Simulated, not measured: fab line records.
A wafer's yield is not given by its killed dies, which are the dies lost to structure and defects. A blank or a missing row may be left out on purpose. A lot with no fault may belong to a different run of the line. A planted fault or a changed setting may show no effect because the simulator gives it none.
Which of the tools did it? ; flow nand harc ; 36 wafers from 12 lots sampled at 5 of the route's 1302 steps

WHAT EACH GAUGE READ, for each wafer
NHARC_END_SORT_01. Usual: killed at array 41, standard deviation 10; killed at other 0.8, standard deviation 0.91; killed at periphery 4.2, standard deviation 2.9; killed dies 46, standard deviation 10; killed open 3.5, standard deviation 2.1; killed short 2.5, standard deviation 1.6.
lot;measured;on;killed at array;killed at other;killed at periphery;killed dies;killed open;killed short;flag
L491;day 25 02:41;prober-02;52 52 58;1 1 1;3 0 2;56 53 61;4 4 6;6 3 3;
L496;day 28 00:54;prober-01;36 35 42;1 2 2;2 4 1;39 41 45;4 3 4;4 4 2;
L497;day 28 08:50;prober-02;58 53 58;0 2 0;6 8 6;64 63 64;2 9 3;3 0 4;
L500;day 29 00:52;prober-02;32 38 38;3 2 0;1 3 2;36 43 40;0 2 4;2 4 0;
L507;day 31 20:23;prober-01;49 42 97;0 2 1;0 1 3;49 45 101;4 5 3;0 3 3;
L508;day 31 19:32;prober-02;44 38 79;0 1 0;1 6 6;45 45 85;2 6 1;2 3 4;

EACH LOT AND THE TOOL THAT RAN IT (in order: tool; ch and the chambers of the sampled wafers; start)
lot;NHARC_A_STAIRCASE_STRIP_274;NHARC_THIN_TSV_STRIP_62;NHARC_THIN_TSV_PVD_19;NHARC_THIN_TSV_ETCH_59
L489;rie diel-01 ch 1,3, day 16 15:06;plasma asher-01 ch 1, day 24 11:55;pvd sputter-03, day 24 15:30 or earlier;rie metal-03 ch 0,1, day 24 15:30
L490;rie diel-11 ch 0,2, day 17 02:49;plasma asher-01 ch 0,1, day 24 10:49;pvd sputter-03, day 24 14:32 or earlier;rie metal-02 ch 1, day 24 14:32
L488;rie diel-08 ch 0,1,3, day 17 05:05;plasma asher-02 ch 0,1, day 24 15:32;pvd sputter-03, day 24 19:09 or earlier;rie metal-03 ch 0,1, day 24 19:09
L491;rie diel-01 ch 0,2,3, day 17 18:46;plasma asher-01 ch 1, day 24 16:22;pvd sputter-03, day 24 19:54 or earlier;rie metal-01 ch 0, day 24 19:54
L498;rie diel-08 ch 0,1,2, day 20 05:32;plasma asher-01 ch 0,1, day 27 08:52;pvd sputter-02, day 27 12:40 or earlier;rie metal-01 ch 1, day 27 12:40
L496;rie diel-08 ch 0,1,3, day 20 07:31;plasma asher-01 ch 0,1, day 27 13:44;pvd sputter-01, day 27 14:05;rie metal-02 ch 0,1, day 27 17:17
L495;rie diel-08 ch 0,1,3, day 20 09:19;plasma asher-01 ch 0,1, day 27 18:44;pvd sputter-03, day 27 22:21 or earlier;rie metal-01 ch 0,1, day 27 22:21
L497;rie diel-01 ch 0,1, day 20 21:05;plasma asher-01 ch 0,1, day 27 19:29;pvd sputter-03, day 27 23:17 or earlier;rie metal-03 ch 0,1, day 27 23:17
L500;rie diel-08 ch 2,3, day 21 05:50;plasma asher-02 ch 0,1, day 28 14:12;pvd sputter-01, day 28 17:46 or earlier;rie metal-02 ch 0,1, day 28 17:46
L501;rie diel-01 ch 0,3, day 22 04:54;plasma asher-01 ch 0,1, day 29 17:27;pvd sputter-01, day 29 21:03 or earlier;rie metal-03 ch 0,1, day 29 21:03
L507;rie diel-08 ch 0,1,2, day 24 10:40;plasma asher-02 ch 0,1, day 31 08:24;pvd sputter-02, day 31 12:02 or earlier;rie metal-03 ch 0,1, day 31 12:02
L508;rie diel-08 ch 0,1,2, day 24 12:27;plasma asher-01 ch 0,1, day 31 07:11;pvd sputter-03, day 31 10:41 or earlier;rie metal-03 ch 0,1, day 31 10:41
- NHARC_A_STAIRCASE_STRIP_274: strips in O2.
- NHARC_THIN_TSV_STRIP_62: strips in N2/H2, time 20 s.
- NHARC_THIN_TSV_PVD_19: deposits TaN, target thk 20 nm.
- NHARC_THIN_TSV_ETCH_59: etches the open film in Cl2/BCl3, target depth 880 nm, time 138.1 s.

WHAT THE TOOLS THEMSELVES READ (means of the sampled wafers that have a number; where no wafer has one, the mark that the record gives instead)
NHARC_A_STAIRCASE_STRIP_274. Usual: drypump motor current A 5.7 A, standard deviation 0.4; mfc ar sccm 0.006 sccm, standard deviation 0.0076; oes product au 1.004 a.u., standard deviation 0.0098; rf vpp V 57.8 V, standard deviation 0.9; showerhead plenum p Torr 3.54 Torr, standard deviation 0.12; throttle valve pct 17.036 %, standard deviation 0.0089.
lot;tool;drypump motor current A (A);mfc ar sccm (sccm);oes product au (a.u.);rf vpp V (V);showerhead plenum p Torr (Torr);throttle valve pct (%);flag
L489;rie diel-01;5.8;0.000;1.000;57.6;3.47;17.049;
L490;rie diel-11;5.8;0.000;1.013;57.7;3.61;17.040;
L488;rie diel-08;5.6;0.009;0.997;58.6;3.57;17.040;
L491;rie diel-01;5.8;0.006;0.995;56.7;3.51;17.034;
L498;rie diel-08;5.5;0.009;1.005;56.7;3.55;17.039;
L496;rie diel-08;5.6;0.009;1.000;58.8;3.56;17.033;
L495;rie diel-08;5.6;0.009;1.005;57.7;3.56;17.043;
L497;rie diel-01;5.7;0.006;1.013;58.5;3.64;17.038;
L500;rie diel-08;5.7;0.000;0.999;57.8;3.46;17.043;
L501;rie diel-01;5.5;0.012;0.993;57.4;3.65;17.034;
L507;rie diel-08;5.5;0.009;1.011;57.9;3.53;17.039;
L508;rie diel-08;5.5;0.009;1.016;57.9;3.53;17.047;

NHARC_THIN_TSV_STRIP_62. Usual: drypump motor current A 5.4 A, standard deviation 0.54; heater power w 349 W, standard deviation 36.
lot;tool;drypump motor current A (A);heater power w (W);flag
L489;plasma asher-01;4.7;396;
L490;plasma asher-01;5.4;350;
L488;plasma asher-02;5.7;318;
L491;plasma asher-01;4.7;395;
L498;plasma asher-01;5.1;380;
L496;plasma asher-01;5.1;371;
L495;plasma asher-01;5.5;349;
L497;plasma asher-01;5.1;373;
L500;plasma asher-02;5.7;324;
L501;plasma asher-01;5.4;350;
L507;plasma asher-02;5.7;323;
L508;plasma asher-01;5.4;328;

NHARC_THIN_TSV_PVD_19. Usual: throttle valve pct at 29.2 %, with a standard deviation of 1.1.
lot;tool;throttle valve pct (%);flag
L489;pvd sputter-03;28.6;
L490;pvd sputter-03;28.3;
L488;pvd sputter-03;28.6;
L491;pvd sputter-03;28.1;
L498;pvd sputter-02;30.7;
L496;pvd sputter-01;30.7;
L495;pvd sputter-03;28.5;
L497;pvd sputter-03;28.7;
L500;pvd sputter-01;30.0;
L501;pvd sputter-01;30.1;
L507;pvd sputter-02;30.8;
L508;pvd sputter-03;28.7;

NHARC_THIN_TSV_ETCH_59. Usual: drypump motor current A 5.8 A, standard deviation 0.38; he backside leak sccm 3.38 sccm, standard deviation 0.25; oes product au 0.997 a.u., standard deviation 0.0081; throttle valve pct 22.265 %, standard deviation 0.0094.
lot;tool;drypump motor current A (A);he backside leak sccm (sccm);oes product au (a.u.);throttle valve pct (%);flag
L489;rie metal-03;5.8;3.31;0.993;22.260;
L490;rie metal-02;5.8;3.59;1.008;22.263;
L488;rie metal-03;5.7;3.18;0.996;22.264;
L491;rie metal-01;5.5;3.40;0.999;22.256;
L498;rie metal-01;5.7;3.68;0.992;22.263;
L496;rie metal-02;5.9;3.52;0.989;22.265;
L495;rie metal-01;5.6;3.51;0.987;22.272;
L497;rie metal-03;5.7;3.29;0.998;22.267;
L500;rie metal-02;5.9;3.41;0.995;22.270;
L501;rie metal-03;6.1;3.24;1.007;22.257;
L507;rie metal-03;5.7;3.30;1.002;22.263;
L508;rie metal-03;6.1;3.10;1.004;22.262;

THE ANSWER, worked out from the rows above alone
Rule: lot off if the mean of its wafers having a number is beyond 3 standard deviations from the usual mean. Also off: a lot with no number at a reading for which 4 or more lots have one. The other lots that the step has rows for count as sound. After the gauges, taken in route order, come the tools' own readings; for these a lot's mean is taken, as printed above. At the first step where some lot is off, the reading lying furthest off is the one used; lots without a number count as furthest.
Nothing can be told from this: no lot is off at any reading shown.

WHAT THE SIMULATOR PUT IN
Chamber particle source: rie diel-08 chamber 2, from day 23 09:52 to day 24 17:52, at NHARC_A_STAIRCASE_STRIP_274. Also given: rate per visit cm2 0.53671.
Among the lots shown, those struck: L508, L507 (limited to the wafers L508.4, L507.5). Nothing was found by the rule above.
